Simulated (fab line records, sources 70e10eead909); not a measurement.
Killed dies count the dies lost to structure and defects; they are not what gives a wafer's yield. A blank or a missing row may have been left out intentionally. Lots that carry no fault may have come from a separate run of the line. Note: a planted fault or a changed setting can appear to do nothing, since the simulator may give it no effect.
fab line records ; flow nand_harc
record: lots: 5; wafers: 14; last_day: 34
route steps=1302 shown A_SGD_CUT@901
lots that met no fault: from a run of the same line without faults
start_h: hours from the record's first day to the start of the lot's first wafer shown ; wait_h: hours from the lot's prior step to this one ; " repeats the value in the row above ; L1.1+2: a single row standing in for several wafers ; - no value, or no start given ; * or withheld: withheld ; < > ~ a bound
route shown NAME@n: NAME is a module with steps in the file, n the number in the route of the first one ; usual: the fault-free wafers' mean and standard deviation ; same: alike in all rows ; chamber/n: place in a boat ; sites: each site's reading ; _std_site: how widely they spread, as a standard deviation ; _edge_site: mean of outer sites minus mean of inner sites ; radius_mm: for every site, how far away it sits from the centre of the wafer ; mask NAME#n: copy n ; behind: the tool/chamber that last shaped the wafer ; hold: the reason the lot was held/the length of the hold in hours/how it ended ; device: names the non-switching transistor (n, p or np) ; end of line: at the end of the route, the tests of the same wafers ; a step with no rows: only its recipe ; killed: dies lost to structure and defects at the first sort, not the wafer's yield ; map: a wafer's dies, marking killed ones x, the rest . and places with no die _
set.NAME: the setting that was run; set.NAME@STEP: the one run at that earlier step ; model.NAME: the simulator's own value behind a step, which no gauge read
lots seen at some steps along the route; tables by step, rows by wafer
services: the hour from which a tool's chamber was out of use, counted from the record's first day as start_h (under 0 if before that day), plus the number of hours and why
== steps ==
step: NHARC_A_SGD_CUT_CD_MEAS_09
recipe: target_cd_nm: 100; landing_energy_ev: 500
usual: cd_nm: 100.4/0.88
lot.wafer;tool;chamber;start_h;wait_h;cd_nm
L117.2;cd_sem-02;0;453.31;-;99.4
L117.5;cd_sem-02;0;453.31;-;99.8
L117.6;cd_sem-02;0;453.31;-;99.3
L118.2;cd_sem-03;0;466.34;-;100.1
L118.3;cd_sem-03;0;466.34;-;101.5
L118.6;cd_sem-03;0;466.34;-;99.6
L132.1;cd_sem-01;0;610.78;-;99.2
L132.4;cd_sem-01;0;610.78;-;100.6
L132.6;cd_sem-01;0;610.78;-;101.3
L136.1;cd_sem-03;0;648.00;-;98.9
L136.5;cd_sem-03;0;648.00;-;99.1
L138.2;cd_sem-01;0;688.56;-;101.5
L138.3;cd_sem-01;0;688.56;-;99.6
L138.6;cd_sem-01;0;688.56;-;101.3
step: NHARC_A_SGD_CUT_OVL_MEAS_10
usual: overlay_x_nm: -0.1/0.87; overlay_y_nm: 0.0/1.1
lot.wafer;tool;chamber;start_h;wait_h;overlay_x_nm;overlay_y_nm
L117.2;overlay-02;-;453.40;-;-0.2;-0.6
L117.5;overlay-02;-;453.40;-;-0.6;-0.8
L117.6;overlay-02;-;453.40;-;0.0;-1.0
L118.2;overlay-02;-;466.42;-;0.9;-0.7
L118.3;overlay-02;-;466.42;-;1.1;-0.6
L118.6;overlay-02;-;466.42;-;1.1;-0.6
L132.1;overlay-02;-;610.87;-;0.0;2.0
L132.4;overlay-02;-;610.87;-;0.1;1.4
L132.6;overlay-02;-;610.87;-;-0.1;1.1
L136.1;overlay-01;-;648.09;-;0.0;0.1
L136.5;overlay-01;-;648.09;-;0.5;0.1
L138.2;overlay-01;-;688.65;-;-0.8;-0.6
L138.3;overlay-01;-;688.65;-;-1.2;-0.4
L138.6;overlay-01;-;688.65;-;-1.1;-0.5
step: NHARC_A_SGD_CUT_INSPECT_11
usual: raw_defect_count: 48/24
lot.wafer;tool;chamber;start_h;wait_h;raw_defect_count
L117.2;defect_inspect-01;-;453.44;0.0;70
L117.5;defect_inspect-01;-;453.44;0.0;66
L117.6;defect_inspect-01;-;453.44;0.0;67
L118.2;defect_inspect-02;-;466.46;0.0;82
L118.3;defect_inspect-02;-;466.46;0.0;74
L118.6;defect_inspect-02;-;466.46;0.0;65
L132.1;defect_inspect-01;-;610.90;0.0;53
L132.4;defect_inspect-01;-;610.90;0.0;53
L132.6;defect_inspect-01;-;610.90;0.0;46
L136.1;defect_inspect-01;-;648.12;0.0;72
L136.5;defect_inspect-01;-;648.12;0.0;55
L138.2;defect_inspect-02;-;688.68;0.0;8
L138.3;defect_inspect-02;-;688.68;0.0;5
L138.6;defect_inspect-02;-;688.68;0.0;7
step: NHARC_A_SGD_CUT_DESCUM_14
recipe: time_s: 3; o2_flow_sccm: 200; ar_flow_sccm: 0; bias_power_w: 0; chemistry: O2
usual: drypump_motor_current_A: 5.6/0.37; oes_product_au: 1.000/0.015; rf_vpp_V: 57.8/0.89; showerhead_plenum_p_Torr: 1.90/0.071; throttle_valve_pct: 11.312/0.0083
lot.wafer;tool;chamber;start_h;wait_h;drypump_motor_current_A;oes_product_au;rf_hours_counter_h;rf_vpp_V;showerhead_plenum_p_Torr;throttle_valve_pct
L117.2;rie_diel-01;3;453.51;0.1;5.3;1.004;8;57.8;2.02;11.314
L117.6;rie_diel-01;3;453.51;0.1;5.3;1.016;-;59.0;2.02;11.305
L117.5;rie_diel-01;1;453.51;0.1;5.6;0.983;-;58.2;1.92;11.317
L118.2;rie_diel-11;1;466.53;0.1;6.1;1.009;2;58.6;1.88;11.309
L118.3;rie_diel-11;2;466.53;0.1;5.3;1.001;1;57.8;1.92;11.308
L118.6;rie_diel-11;0;466.53;0.1;5.8;1.005;-;58.3;1.94;11.297
L132.1;rie_diel-01;2;610.98;0.1;5.3;1.007;2;57.5;1.81;11.304
L132.4;rie_diel-01;3;610.98;0.1;5.3;0.985;3;58.8;2.02;11.302
L132.6;rie_diel-01;0;610.98;0.1;6.3;1.009;-;57.2;1.84;11.306
L136.1;rie_diel-01;1;648.21;0.1;5.6;0.984;5;58.7;1.92;11.310
L136.5;rie_diel-01;3;648.21;0.1;5.4;0.980;-;58.1;2.02;11.313
L138.3;rie_diel-11;0;688.74;0.1;5.8;1.023;3;58.3;1.93;11.311
L138.2;rie_diel-11;1;688.74;0.1;6.1;1.018;3;56.7;1.88;11.301
L138.6;rie_diel-11;1;688.74;0.1;6.1;1.014;-;57.8;1.88;11.309
step: NHARC_A_SGD_CUT_ETCH_58
recipe: target_depth_a: 390; over_etch_frac: 0.3; time_s: 65; ion_energy_ev: 80; cf4_flow_sccm: 150; ar_flow_sccm: 0; rf_w: 300; bias_w: 100; chemistry: CF4
step: NHARC_A_SGD_CUT_ETCH_59
recipe: target_depth_a: 2600; over_etch_frac: 0.25; time_s: 406.25; ion_energy_ev: 200; n2_flow_sccm: 150; h2_flow_sccm: 150; ar_flow_sccm: 0; rf_w: 400; bias_w: 150; chemistry: N2/H2
step: NHARC_A_SGD_CUT_ETCH_15
recipe: target_depth_a: 750; time_s: 64.3; ch3f_flow_sccm: 50; o2_flow_sccm: 30; ar_flow_sccm: 200; rf_w: 500; bias_w: 100; chemistry: CH3F/O2
usual: drypump_motor_current_A: 5.6/0.35; oes_product_au: 0.959/0.02; rf_fwd_power_W: 495.7/1.9; rf_vpp_V: 263.5/1.4; showerhead_plenum_p_Torr: 2.44/0.087; throttle_valve_pct: 20.663/0.0094
lot.wafer;tool;chamber;start_h;wait_h;drypump_motor_current_A;oes_product_au;rf_fwd_power_W;rf_hours_counter_h;rf_vpp_V;showerhead_plenum_p_Torr;throttle_valve_pct
L117.2;rie_diel-01;3;-;-;5.4;0.968;494.3;8;266.0;2.60;20.660
L117.6;rie_diel-01;3;-;-;5.3;0.970;491.7;-;265.8;2.60;20.670
L117.5;rie_diel-01;1;-;-;5.5;0.952;493.3;-;263.9;2.47;20.654
L118.3;rie_diel-11;3;-;-;5.3;0.946;494.8;2;263.6;2.39;20.673
L118.2;rie_diel-11;1;-;-;6.1;0.939;495.8;2;263.3;2.42;20.673
L118.6;rie_diel-11;3;-;-;5.3;0.942;495.9;-;261.6;2.39;20.656
L132.1;rie_diel-01;1;-;-;5.5;0.950;495.9;2;264.7;2.46;20.669
L132.4;rie_diel-01;2;-;-;5.3;0.981;497.1;2;260.8;2.33;20.653
L132.6;rie_diel-01;1;-;-;5.5;0.947;496.3;-;264.6;2.46;20.670
L136.1;rie_diel-01;2;-;-;5.3;0.969;497.3;5;262.1;2.32;20.678
L136.5;rie_diel-01;3;-;-;5.4;0.945;494.0;-;265.0;2.59;20.673
L138.3;rie_diel-11;3;-;-;5.3;0.972;495.9;3;263.9;2.39;20.663
L138.2;rie_diel-11;0;-;-;5.7;0.986;495.9;3;265.4;2.48;20.665
L138.6;rie_diel-11;3;-;-;5.3;0.984;496.4;-;262.2;2.39;20.657
step: NHARC_A_SGD_CUT_ETCH_16
recipe: target_depth_a: 3105; time_s: 155.2; c4f8_flow_sccm: withheld; o2_flow_sccm: 8; ar_flow_sccm: withheld; rf_w: 600; bias_w: 800; chemistry: C4F8/O2/Ar
usual: oes_product_au: 0.972/0.017; rf_fwd_power_W: 597.4/1.9; rf_vpp_V: 723/3.6
lot.wafer;tool;chamber;start_h;wait_h;oes_product_au;rf_fwd_power_W;rf_hours_counter_h;rf_vpp_V
L117.2;rie_diel-01;3;-;-;0.974;599.3;8;729
L117.5;rie_diel-01;3;-;-;0.973;598.5;-;728
L117.6;rie_diel-01;2;-;-;0.938;595.9;-;719
L118.3;rie_diel-11;3;-;-;0.971;595.4;2;721
L118.2;rie_diel-11;1;-;-;0.964;598.5;2;721
L118.6;rie_diel-11;0;-;-;0.942;598.4;-;724
L132.1;rie_diel-01;3;-;-;0.955;596.7;3;729
L132.4;rie_diel-01;2;-;-;0.983;598.0;2;717
L132.6;rie_diel-01;3;-;-;0.972;597.2;-;729
L136.1;rie_diel-01;2;-;-;0.979;595.8;5;717
L136.5;rie_diel-01;0;-;-;0.999;595.5;-;720
L138.2;rie_diel-11;3;-;-;0.982;598.7;3;721
L138.3;rie_diel-11;0;-;-;0.996;597.1;3;723
L138.6;rie_diel-11;0;-;-;0.996;597.6;-;724
step: NHARC_A_SGD_CUT_STRIP_60
recipe: c4f8_flow_sccm: withheld; o2_flow_sccm: 8; ar_flow_sccm: withheld; bias_w: 0; chemistry: C4F8/O2/Ar
step: NHARC_A_SGD_CUT_STRIP_17
recipe: o2_flow_sccm: 500; ar_flow_sccm: 0; bias_w: 0; chemistry: O2
usual: drypump_motor_current_A: 5.6/0.37; oes_product_au: 1.000/0.015; rf_vpp_V: 57.8/0.9; showerhead_plenum_p_Torr: 3.51/0.12; throttle_valve_pct: 17.036/0.0086
lot.wafer;tool;chamber;start_h;wait_h;drypump_motor_current_A;oes_product_au;rf_hours_counter_h;rf_vpp_V;showerhead_plenum_p_Torr;throttle_valve_pct
L117.2;rie_diel-01;1;-;-;5.5;0.983;8;57.7;3.54;17.047
L117.6;rie_diel-01;1;-;-;5.5;0.975;-;59.9;3.54;17.044
L117.5;rie_diel-01;3;-;-;5.4;1.002;-;58.2;3.72;17.034
L118.2;rie_diel-11;1;-;-;6.1;1.010;2;58.5;3.47;17.046
L118.3;rie_diel-11;2;-;-;5.3;1.000;2;58.5;3.54;17.026
L118.6;rie_diel-11;3;-;-;5.3;1.013;-;56.8;3.43;17.035
L132.1;rie_diel-01;3;-;-;5.3;0.990;3;59.5;3.71;17.037
L132.4;rie_diel-01;2;-;-;5.3;0.999;2;57.6;3.34;17.018
L132.6;rie_diel-01;0;-;-;6.3;1.003;-;57.9;3.41;17.027
L136.1;rie_diel-01;2;-;-;5.2;0.996;5;57.2;3.34;17.029
L136.5;rie_diel-01;1;-;-;5.5;0.990;-;57.5;3.53;17.039
L138.2;rie_diel-11;1;-;-;6.1;1.011;3;57.1;3.46;17.026
L138.3;rie_diel-11;3;-;-;5.4;0.992;3;56.8;3.43;17.028
L138.6;rie_diel-11;3;-;-;5.3;0.998;-;58.1;3.43;17.033
step: NHARC_A_SGD_CUT_PRECLEAN_18
recipe: time_s: *; temp_c: 50; bath_age_min: 0; chemistry: SC1
step: NHARC_A_SGD_CUT_SRD_19
step: NHARC_A_SGD_CUT_DEP_20
recipe: target_thk_a: 1500; temp_c: 65; material: SiO2
lot.wafer;tool;chamber;start_h;wait_h
L117.2+5+6;fcvd-01;1,1,0;454.95;-
L118.2+3+6;fcvd-02;0;467.66;-
L132.1+4+6;fcvd-02;1,0,0;612.11;-
L136.1+5;fcvd-01;0,1;649.33;-
L138.2+3+6;fcvd-02;0,1,0;689.92;-
step: NHARC_A_SGD_CUT_ANNEAL_27
recipe: temp_c: 450; time_s: 1800
step: NHARC_A_SGD_CUT_CMP_21
recipe: target_thk_nm: 148.19
usual: motor_current_A: 12.5/0.95; time_to_endpoint_s: 51/3.2
lot.wafer;tool;chamber;start_h;wait_h;motor_current_A;time_to_endpoint_s
L117.2;cmp-02;0;459.40;0.4;13.3;53
L117.6;cmp-02;1;459.40;0.4;12.9;48
L117.5;cmp-02;2;459.40;0.4;11.6;52
L118.3;cmp-04;1;473.30;0.4;13.4;49
L118.2;cmp-04;3;473.30;0.4;11.4;55
L118.6;cmp-04;2;473.30;0.4;11.7;49
L132.1;cmp-02;2;616.77;0.4;11.8;53
L132.4;cmp-02;3;616.77;0.4;10.6;49
L132.6;cmp-02;0;616.77;0.4;13.1;51
L136.1;cmp-04;0;653.05;0.4;11.8;42
L136.5;cmp-04;3;653.05;0.4;12.4;51
L138.2;cmp-02;0;694.91;0.4;13.5;50
L138.3;cmp-02;3;694.91;0.4;10.8;50
L138.6;cmp-02;1;694.91;0.4;12.4;46
step: NHARC_A_SGD_CUT_THK_MEAS_22
recipe: thk_meas_gauge: ellipsometry
usual: thk_nm: 148.1/1.5
lot.wafer;tool;chamber;start_h;wait_h;thk_nm
L117.2;film_metro-01;-;459.58;0.2;150.3
L117.5;film_metro-01;-;459.58;0.2;146.6
L117.6;film_metro-01;-;459.58;0.2;147.9
L118.2;film_metro-01;-;473.55;0.2;150.6
L118.3;film_metro-01;-;473.55;0.2;149.2
L118.6;film_metro-01;-;473.55;0.2;146.9
L132.1;film_metro-01;-;616.97;0.2;149.4
L132.4;film_metro-01;-;616.97;0.2;148.2
L132.6;film_metro-01;-;616.97;0.2;150.5
L136.1;film_metro-02;-;653.25;0.2;141.4
L136.5;film_metro-02;-;653.25;0.2;148.5
L138.2;film_metro-01;-;695.16;0.2;150.2
L138.3;film_metro-01;-;695.16;0.2;148.5
L138.6;film_metro-01;-;695.16;0.2;149.6
step: NHARC_A_SGD_CUT_SRD_23
== services ==
tool;chamber;start_h;hours;kind
rie_diel-11;-;432.57;9.0;pm
rie_diel-11;2;443.41;9.8;repair
cmp-04;-;444.89;0.5;repair
fcvd-02;-;450.00;13.0;pm
cmp-04;-;455.80;1.6;repair
rie_diel-11;0;468.71;3.9;repair
fcvd-01;-;482.86;3.2;repair
fcvd-01;-;488.74;0.9;repair
rie_diel-01;-;493.19;3.4;repair
cmp-04;-;503.00;4.0;pm
cmp-04;-;516.89;0.8;repair
fcvd-02;-;517.45;6.1;repair
cmp-02;-;526.67;4.0;pm
rie_diel-01;-;557.81;9.0;pm
rie_diel-01;3;570.81;5.3;repair
fcvd-02;-;582.44;0.7;repair
rie_diel-01;2;592.87;5.7;repair
rie_diel-01;1;595.90;9.8;repair
rie_diel-11;-;609.57;9.0;pm
cmp-02;-;624.67;4.0;pm
fcvd-02;-;631.00;13.0;pm
cmp-02;-;642.54;0.6;repair
rie_diel-11;2;689.41;4.6;repair
fcvd-02;0;692.77;13.0;repair
== key ==
first_sign: step: NHARC_A_SGD_CUT_THK_MEAS_22; reading: thk_nm; direction: down; sigmas: 4.4; usual: 148.1; struck: 141.4
effect none on later readings
met_at NHARC_A_SGD_CUT_DEP_20
struck_wafers L136.1
tester_left_out L136
onset_between 454.95 649.33
fault: kind: process_parameter_drift; tool: fcvd-01; chamber: -; onset_h: 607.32; steps: NHARC_A_SGD_CUT_DEP_20; channel: target_thk_a; offset: *; shape: step; end_h: 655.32; scope: struck_wafers_only; acts_in: *; stated: *
tester_left_out: of these lots the tester's yield and bins aren't shown, on N5 and GAA mostly nor the transistor test; their killed dies are dies lost to structure and defects alone, not to doping, threshold or leakage, so they don't give the yield
